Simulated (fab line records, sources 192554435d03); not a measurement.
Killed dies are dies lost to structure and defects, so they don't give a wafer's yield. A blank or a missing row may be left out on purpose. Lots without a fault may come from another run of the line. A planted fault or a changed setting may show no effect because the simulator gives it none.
fab line records | flow n5_finfet
record lots=9 wafers=26 last_day=18
route steps=1938 shown FIN_CUT@164 STI_FIN_REVEAL@189 BEOL_M4@1111 PASSIVATION@1936
lots that met no fault: from a run of the same line without faults
start_h: hours from the record's first day to the start of the lot's first wafer shown | wait_h: hours since the lot's step before | " the same as in the row above | L1.1+2: a row that stands for several wafers | - no value, or no start given | * or withheld: withheld | < > ~ a bound
route shown NAME@n: a module of which the file shows steps, and the number in the route of the first | usual: mean/standard deviation of fault-free wafers | same: alike in all rows | chamber/n: place in a boat | sites: the reading at each site | _std_site: their standard deviation | _edge_site: outer sites' mean less inner sites' | radius_mm: how far each site lies from the wafer's centre | mask NAME#n: copy n | behind: the tool/chamber that last shaped the wafer | hold: why the lot was held/for how many hours/how that ended | device: the transistor (n, p or np) that didn't switch | end of line: the same wafers' tests at the end of the route | a step without rows: its recipe alone | killed: dies lost to structure and defects at the first sort, not the wafer's yield | map: a wafer's dies, x killed, . not, _ none there
set.NAME: the setting as run; set.NAME@STEP: as run at that earlier step | model.NAME: the simulator's own value behind a step, which no gauge read
steps of the route over a sample of lots; a table a step, a row a wafer
services: from which hour (start_h, from the record's first day; less than 0 if before it) a tool's chamber was out of use, for how many hours, and why
## steps
# step N5_FIN_CUT_OVL_MEAS_09
# recipe points_per_wafer=522
# usual FIN_CUT_OVL=0.6/0.64
# columns lot.wafer tool chamber start_h wait_h FIN_CUT_OVL[nm]
L292.2 overlay-02 0 40.18 0.0 1.0
L292.3 " 0 " " 0.8
L292.5 " 0 " " 0.3
L294.2 overlay-01 0 54.02 0.0 -0.2
L294.6 " 0 " " 0.1
L296.2 overlay-02 0 67.86 0.0 1.0
L296.5 " 0 " " 0.4
L296.6 " 0 " " 1.0
L297.2 overlay-01 0 74.34 0.0 1.7
L297.4 " 0 " " 2.2
L297.5 " 0 " " 0.0
L298.1 overlay-02 0 76.81 0.0 1.3
L298.3 " 0 " " 0.4
L298.5 " 0 " " 0.6
L302.3 overlay-01 0 98.13 0.0 0.6
L302.4 " 0 " " -0.5
L302.5 " 0 " " 0.0
L308.1 overlay-02 0 135.16 0.0 0.6
L308.2 " 0 " " 1.6
L308.3 " 0 " " 1.4
L309.2 overlay-02 0 143.97 0.0 -0.2
L309.3 " 0 " " 0.0
L309.4 " 0 " " 0.1
L312.1 overlay-01 0 173.41 0.0 1.3
L312.2 " 0 " " 0.1
L312.4 " 0 " " 0.1
# step N5_FIN_CUT_CUT_ETCH_15
# recipe chemistry=HBr/Cl2/O2 target=Si target_depth_a=1000 bt_time_s=10 mask_material=SOC time_s=42.4 ion_energy_ev=* bias_w=* pressure_mtorr=10 icp_w=800 HBr_flow_sccm=150 Cl2_flow_sccm=80 O2_flow_sccm=12
# usual HBr_flow_sccm=150.0/0.43 drypump_motor_current_A=5.8/0.57 he_backside_leak_sccm=2.7/0.37 oes_product_au=1.007/0.013 rf_fwd_power_W=* throttle_valve_pct=37.0/0.38
# same time_s=42.4
# columns lot.wafer tool chamber start_h wait_h HBr_flow_sccm drypump_motor_current_A he_backside_leak_sccm oes_product_au rf_fwd_power_W rf_hours_counter_h throttle_valve_pct
L292.2 rie_si-01 3 40.90 0.1 150.3 5.0 3.1 1.011 * 161 36.7
L292.3 " 1 " " 149.9 5.7 2.1 0.993 * 33 36.8
L292.5 " 1 " " 150.0 5.7 2.3 0.990 * - 36.8
L294.2 rie_si-01 1 54.80 0.1 150.1 5.7 2.3 0.986 * 33 36.7
L294.6 " 0 " " 150.0 6.2 2.4 1.012 * - 37.3
L296.2 rie_si-03 3 68.58 0.1 150.4 4.9 2.7 1.029 * 129 36.8
L296.5 " 0 " " 150.3 6.3 2.6 1.025 * - 36.8
L296.6 " 2 " " 149.1 5.5 3.3 0.984 * - 37.8
L297.2 rie_si-05 1 75.10 0.1 150.1 5.1 2.4 1.012 * 26 36.7
L297.4 " 0 " " 150.8 6.3 2.5 1.008 * 19 36.8
L297.5 " 0 " " 150.3 6.3 2.5 1.021 * - 36.9
L298.1 rie_si-05 2 77.53 0.1 150.7 6.5 2.9 1.002 * 73 36.8
L298.3 " 0 " " 149.9 6.3 2.5 1.017 * 19 36.8
L298.5 " 0 " " 149.8 6.2 2.4 1.015 * - 36.8
L302.3 rie_si-05 3 98.84 0.0 149.4 6.2 3.1 0.993 * 120 37.2
L302.4 " 0 " " 150.0 6.3 2.6 1.016 * 20 36.9
L302.5 " 1 " " 149.5 5.1 2.2 1.010 * - 36.7
L308.1 rie_si-05 1 136.11 0.1 150.1 5.1 2.2 1.012 * 27 36.7
L308.2 " 0 " " 149.9 6.3 2.5 1.015 * 20 36.9
L308.3 " 3 " " 149.9 6.2 3.0 0.990 * 121 37.2
L309.2 rie_si-05 3 144.71 0.1 150.0 6.2 2.9 0.984 * 121 37.2
L309.3 " 2 " " 150.4 6.5 3.3 1.002 * 74 36.8
L309.4 " 1 " " 150.8 5.1 2.4 1.022 * 27 36.7
L312.1 rie_si-03 3 174.14 0.1 150.2 4.9 2.6 1.022 * 131 36.8
L312.2 " 0 " " 150.0 6.3 2.6 1.026 * 6 36.8
L312.4 " 1 " " 150.3 5.3 3.2 1.011 * 77 37.9
# step N5_FIN_CUT_CUT_ETCH_28
# recipe chemistry=HBr/Cl2/O2 target=Si target_depth_a=60 mask_material=SOC time_s=2.4 ion_energy_ev=* bias_w=* pressure_mtorr=10 icp_w=800 HBr_flow_sccm=150 Cl2_flow_sccm=80 O2_flow_sccm=12
# usual HBr_flow_sccm=150.1/0.41 drypump_motor_current_A=5.8/0.57 he_backside_leak_sccm=2.7/0.39 oes_product_au=1.006/0.013 rf_fwd_power_W=* throttle_valve_pct=37.0/0.38
# same time_s=2.4
# columns lot.wafer tool chamber start_h wait_h HBr_flow_sccm drypump_motor_current_A he_backside_leak_sccm oes_product_au rf_fwd_power_W rf_hours_counter_h throttle_valve_pct
L292.2 rie_si-01 3 40.95 0.0 149.9 5.0 2.8 1.005 * 161 36.7
L292.3 " 1 " " 150.1 5.7 2.2 0.988 * 33 36.7
L292.5 " 1 " " 150.4 5.7 2.2 0.988 * - 36.7
L294.2 rie_si-01 1 54.85 0.0 149.7 5.7 2.3 0.997 * 33 36.8
L294.6 " 0 " " 150.4 6.2 2.5 1.016 * - 37.3
L296.2 rie_si-03 3 68.63 0.0 150.5 4.9 2.6 1.026 * 129 36.8
L296.5 " 0 " " 150.0 6.3 2.5 1.031 * - 36.8
L296.6 " 2 " " 149.6 5.4 3.2 0.989 * - 37.8
L297.2 rie_si-05 1 75.15 0.0 149.7 5.1 2.2 1.016 * 26 36.7
L297.4 " 0 " " 149.7 6.3 2.5 1.011 * 19 36.8
L297.5 " 0 " " 149.7 6.2 2.5 1.013 * - 36.8
L298.1 rie_si-05 2 77.59 0.0 149.7 6.5 3.2 1.003 * 73 36.8
L298.3 " 0 " " 151.0 6.3 2.5 1.017 * 19 36.8
L298.5 " 0 " " 150.7 6.2 2.5 1.021 * - 36.9
L302.3 rie_si-05 3 98.89 0.0 149.5 6.2 3.0 0.990 * 120 37.3
L302.4 " 0 " " 149.7 6.3 2.6 1.014 * 20 36.9
L302.5 " 1 " " 150.7 5.1 2.4 1.012 * - 36.7
L308.1 rie_si-05 1 136.16 0.0 150.3 5.1 2.3 1.010 * 27 36.7
L308.2 " 0 " " 150.3 6.3 2.5 1.018 * 20 36.9
L308.3 " 3 " " 150.6 6.2 2.8 0.975 * 121 37.3
L309.2 rie_si-05 3 144.77 0.0 149.7 6.2 2.9 0.988 * 121 37.3
L309.3 " 2 " " 149.9 6.5 3.0 1.007 * 74 36.8
L309.4 " 1 " " 149.9 5.1 2.3 1.014 * 27 36.7
L312.1 rie_si-03 3 174.19 0.0 149.7 4.9 2.7 1.023 * 131 36.8
L312.2 " 0 " " 149.9 6.3 2.6 1.025 * 6 36.8
L312.4 " 1 " " 149.9 5.4 3.4 1.017 * 77 37.8
# step N5_FIN_CUT_INSPECT_17
# recipe inspect_instrument=brightfield mode=aei
# usual raw_defect_count=217/64
# columns lot.wafer tool chamber start_h wait_h raw_defect_count
L292.2 defect_inspect-01 - 41.25 0.0 205
L292.3 " - " " 179
L292.5 " - " " 154
L294.2 defect_inspect-01 - 55.08 0.0 324
L294.6 " - " " 361
L296.2 defect_inspect-02 - 68.86 0.0 186
L296.5 " - " " 164
L296.6 " - " " 232
L297.2 defect_inspect-02 - 75.47 0.0 255
L297.4 " - " " 306
L297.5 " - " " 179
L298.1 defect_inspect-01 - 77.93 0.0 202
L298.3 " - " " 227
L298.5 " - " " 241
L302.3 defect_inspect-01 - 99.12 0.0 190
L302.4 " - " " 165
L302.5 " - " " 219
L308.1 defect_inspect-02 - 136.40 0.0 701
L308.2 " - " " 740
L308.3 " - " " 653
L309.2 defect_inspect-02 - 144.99 0.0 680
L309.3 " - " " 634
L309.4 " - " " 664
L312.1 defect_inspect-01 - 174.42 0.0 135
L312.2 " - " " 145
L312.4 " - " " 136
# step N5_STI_FIN_REVEAL_DENSIFY_30
# recipe temp_c=* time_s=* ambient=N2 idle_temp_c=600 ramp_up_c_per_s=150 ramp_down_c_per_s=60 cool_to_c=600
# usual lamp_power_pct=11.54/0.057 lamp_zone_1_pct=11.526/0.02 wafer_temp_C_max=*
# same time_s=*
# columns lot.wafer tool chamber start_h wait_h lamp_power_pct lamp_zone_1_pct wafer_temp_C_max
L292.2 rtp_anneal-01 0 47.33 0.1 11.67 11.525 *
L292.3 " 0 " " 11.48 11.526 *
L292.5 " 0 " " 11.46 11.558 *
L294.2 rtp_anneal-01 0 60.56 0.1 11.48 11.523 *
L294.6 " 0 " " 11.52 11.532 *
L296.2 rtp_anneal-01 0 74.49 0.1 11.63 11.530 *
L296.5 " 0 " " 11.62 11.552 *
L296.6 " 0 " " 11.49 11.527 *
L297.2 rtp_anneal-01 0 81.11 0.1 11.55 11.525 *
L297.4 " 0 " " 11.54 11.511 *
L297.5 " 0 " " 11.52 11.525 *
L298.1 rtp_anneal-02 0 83.47 0.1 11.53 11.517 *
L298.3 " 0 " " 11.50 11.524 *
L298.5 " 0 " " 11.52 11.532 *
L302.3 rtp_anneal-01 0 104.62 0.1 11.47 11.540 *
L302.4 " 0 " " 11.54 11.478 *
L302.5 " 0 " " 11.62 11.527 *
L308.1 rtp_anneal-01 0 142.57 0.0 11.55 11.498 *
L308.2 " 0 " " 11.60 11.545 *
L308.3 " 0 " " 11.63 11.489 *
L309.2 rtp_anneal-02 0 150.57 0.1 11.50 11.497 *
L309.3 " 0 " " 11.49 11.472 *
L309.4 " 0 " " 11.54 11.494 *
L312.1 rtp_anneal-01 0 179.88 0.0 11.56 11.528 *
L312.2 " 0 " " 11.54 11.529 *
L312.4 " 0 " " 11.52 11.502 *
# step N5_BEOL_M4_RC_MEAS_101
# usual DIBL_N=36.0/1.9 DIBL_P=36.0/2.1 IOFF_N=0.155/0.029 IOFF_P=0.20/0.032 ION_N=672/11 ION_P=461/6.9 SS_N=71.5/0.58 SS_P=73.2/0.64 VT_N=250.4/2.9 VT_P=-251.0/2.8
# columns lot.wafer tool chamber start_h wait_h DIBL_N[mV/V] DIBL_P[mV/V] IOFF_N[nA/um] IOFF_P[nA/um] ION_N[uA/um] ION_P[uA/um] SS_N[mV/dec] SS_P[mV/dec] VT_N[mV] VT_P[mV]
L292.2 prober-01 0 187.22 0.2 34.9 34.6 0.145 0.22 661 457 71.4 72.4 249.4 -248.6
L292.3 " 0 " " 35.2 35.3 0.160 0.22 670 462 71.6 73.1 245.6 -248.3
L292.5 " 0 " " 36.4 35.9 0.168 0.22 669 460 72.3 72.6 247.4 -250.0
L294.2 prober-01 0 210.12 0.2 34.8 34.1 0.124 0.19 666 460 71.1 72.9 252.0 -249.1
L294.6 " 0 " " 36.1 35.2 0.143 0.20 660 460 71.8 73.1 251.5 -249.3
L296.2 prober-01 0 221.08 0.2 34.8 33.1 0.127 0.15 676 453 70.1 72.5 249.6 -256.0
L296.5 " 0 " " 37.0 35.7 0.158 0.19 684 462 71.7 73.2 250.7 -252.9
L296.6 " 0 " " 38.5 36.5 0.182 0.20 675 454 71.5 73.5 249.8 -251.3
L297.2 prober-02 0 223.72 0.2 37.7 38.7 0.197 0.25 671 459 72.4 73.5 246.4 -249.8
L297.4 " 0 " " 36.1 36.5 0.157 0.22 675 459 71.7 74.0 251.4 -250.4
L297.5 " 0 " " 38.0 38.1 0.179 0.23 665 453 72.1 73.7 249.0 -251.9
L298.1 prober-01 0 227.73 0.0 38.1 38.0 0.178 0.22 688 468 71.8 73.3 247.4 -249.7
L298.3 " 0 " " 35.3 34.2 0.125 0.17 671 459 71.0 72.6 253.8 -253.8
L298.5 " 0 " " 37.7 37.6 0.177 0.21 690 464 71.1 73.1 247.6 -250.1
L302.3 prober-01 0 249.96 0.3 34.1 33.6 0.122 0.16 657 462 71.4 72.6 252.1 -255.5
L302.4 " 0 " " 38.1 39.0 0.217 0.26 684 466 72.7 74.0 243.7 -250.7
L302.5 " 0 " " 35.3 34.9 0.142 0.18 673 459 71.2 73.4 248.6 -252.9
L308.1 prober-02 0 283.94 0.0 36.7 37.7 0.173 0.23 684 470 71.7 73.8 248.6 -248.9
L308.2 " 0 " " 37.2 38.2 0.186 0.24 669 460 71.4 74.2 245.9 -247.8
L308.3 " 0 " " 38.1 40.4 0.202 0.28 688 475 72.0 74.6 245.9 -245.5
L309.2 prober-02 0 288.21 0.2 35.1 36.4 0.144 0.21 677 467 70.6 73.3 249.4 -251.5
L309.3 " 0 " " 32.9 34.1 0.119 0.18 654 453 70.8 72.2 250.0 -251.7
L309.4 " 0 " " 35.1 37.0 0.155 0.22 681 469 71.7 73.2 247.5 -249.1
L312.1 prober-01 0 313.78 0.0 34.4 35.1 0.149 0.19 682 466 71.6 73.0 252.9 -249.1
L312.2 " 0 " " 33.3 33.1 0.118 0.15 661 450 71.0 72.6 255.5 -255.7
L312.4 " 0 " " 32.8 33.0 0.119 0.16 674 462 70.4 72.9 251.2 -253.9
# step N5_PASSIVATION_PROBE_49
# usual defect_limited_yield=91.0/1.5 killed_at_M0_to_M3=33/9.4 killed_at_M4_up=14/4.8 killed_at_contacts=13/7.3 killed_at_front_end=43/13 killed_at_other=3.6/2.9 killed_dies=106/18 killed_open=69/13 killed_short=35/8.2 sort_bin_5_function=5.3/1 sort_bin_6_memory=3.3/0.68 sort_bin_8_speed=0.01/0.027 sort_n_pass=1074/18 sort_yield_pct=91.0/1.5
# same gross_dies=1180 killed_at_back_side=0 sort_bin_4_leakage[%]=0
# columns lot.wafer tool chamber start_h wait_h defect_limited_yield[%] killed_at_M0_to_M3 killed_at_M4_up killed_at_contacts killed_at_front_end killed_at_other killed_dies killed_open killed_short sort_bin_5_function[%] sort_bin_6_memory[%] sort_bin_8_speed[%] sort_n_pass sort_yield_pct[%]
L308.1 prober-01 - 390.18 0.0 81.9 27 15 25 145 2 214 64 36 11.3 4.2 0 966 81.9
L308.2 prober-01 - 390.23 0.1 84.8 18 7 18 136 0 179 52 31 10.2 3.3 0 1001 84.8
L308.3 prober-01 - 390.28 0.1 84.0 20 15 15 137 2 189 51 20 10.6 3.6 0 991 84.0
L309.2 prober-01 - 400.40 0.1 83.7 22 14 20 136 0 192 50 20 10.8 3.4 0 988 83.7
L309.3 prober-01 - 400.45 0.1 83.2 25 16 22 133 2 198 61 26 9.9 4.2 0.08 981 83.1
L309.4 prober-01 - 400.50 0.2 81.8 19 18 19 154 5 215 63 31 11.2 5.2 0 965 81.8
# killed by level:class
L308.1 FIN_CUT:unspecified=114 MOL_CONTACT_COAG:geometric_particle:open=18 STI_FIN_REVEAL:geometric_particle:open=14 BEOL_M0_SAQP:geometric_particle:open=10 BEOL_M0_SAQP:geometric_particle:short=8 MOL_CONTACT_COAG:geometric_particle:short=7 FIN_SAQP:geometric_particle:short=6 BEOL_M2:geometric_particle:open=5
L308.2 FIN_CUT:unspecified=96 MOL_CONTACT_COAG:geometric_particle:open=14 STI_FIN_REVEAL:geometric_particle:open=11 FIN_SAQP:geometric_particle:short=9 FIN_SAQP:geometric_particle:open=8 BEOL_M0_SAQP:geometric_particle:short=7 MOL_CONTACT_COAG:geometric_particle:short=4 BEOL_M2:geometric_particle:open=4
L308.3 FIN_CUT:unspecified=118 MOL_CONTACT_COAG:geometric_particle:open=14 STI_FIN_REVEAL:geometric_particle:open=5 FIN_SAQP:geometric_particle:short=4 BEOL_M0_SAQP:geometric_particle:open=4 GATE_CUT:geometric_particle:short=3 DUMMY_GATE:geometric_particle:open=3 BEOL_M0_SAQP:geometric_particle:short=3
L309.2 FIN_CUT:unspecified=117 MOL_CONTACT_COAG:geometric_particle:open=17 BEOL_M2:geometric_particle:open=9 BEOL_M4:geometric_particle:short=6 FIN_SAQP:geometric_particle:open=4 BEOL_M3:geometric_particle:open=4 HKMG_FIN:area_etch=4 MOL_CONTACT_COAG:geometric_particle:short=3
L309.3 FIN_CUT:unspecified=108 MOL_CONTACT_COAG:geometric_particle:open=18 BEOL_M4:geometric_particle:open=8 FIN_SAQP:geometric_particle:open=7 BEOL_M2:geometric_particle:open=6 BEOL_M3:geometric_particle:open=6 MOL_CONTACT_COAG:geometric_particle:short=4 BEOL_M1:geometric_particle:open=4
L309.4 FIN_CUT:unspecified=121 MOL_CONTACT_COAG:geometric_particle:open=15 FIN_SAQP:geometric_particle:open=10 BEOL_M4:geometric_particle:open=9 FIN_SAQP:geometric_particle:short=8 BEOL_M3:geometric_particle:open=6 MOL_CONTACT_COAG:geometric_particle:short=4 BEOL_M0_SAQP:geometric_particle:open=4
## services
# columns tool chamber start_h hours kind
rie_si-05 - 39.14 0.2 repair
rie_si-03 3 44.41 8.1 repair
rie_si-01 - 46.72 2.8 pm
rie_si-01 - 55.32 0.2 repair
rie_si-01 0 68.64 44.9 repair
rie_si-01 2 111.18 8.4 repair
rie_si-01 2 126.74 7.9 repair
## key
first_sign step=N5_FIN_CUT_INSPECT_17 reading=raw_defect_count direction=up sigmas=7.2 usual=217 struck=679
effect step=N5_PASSIVATION_PROBE_49 reading=killed_at_front_end direction=up sigmas=7.5 usual=43 struck=140
more_kills_born_at N5_FIN_CUT_CUT_ETCH_28@rie_si-05=674
met_at N5_FIN_CUT_CUT_ETCH_28
struck_lots L308,L309
not_acting_at N5_FIN_CUT_OVL_MEAS_09,N5_FIN_CUT_CUT_ETCH_15,N5_STI_FIN_REVEAL_DENSIFY_30
onset_between 98.89 136.16
fault kind=chamber_particle_source tool=rie_si-05 chamber=- onset_h=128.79 steps=N5_FIN_CUT_CUT_ETCH_28 rate_per_visit_cm2=0.75187 end_h=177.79
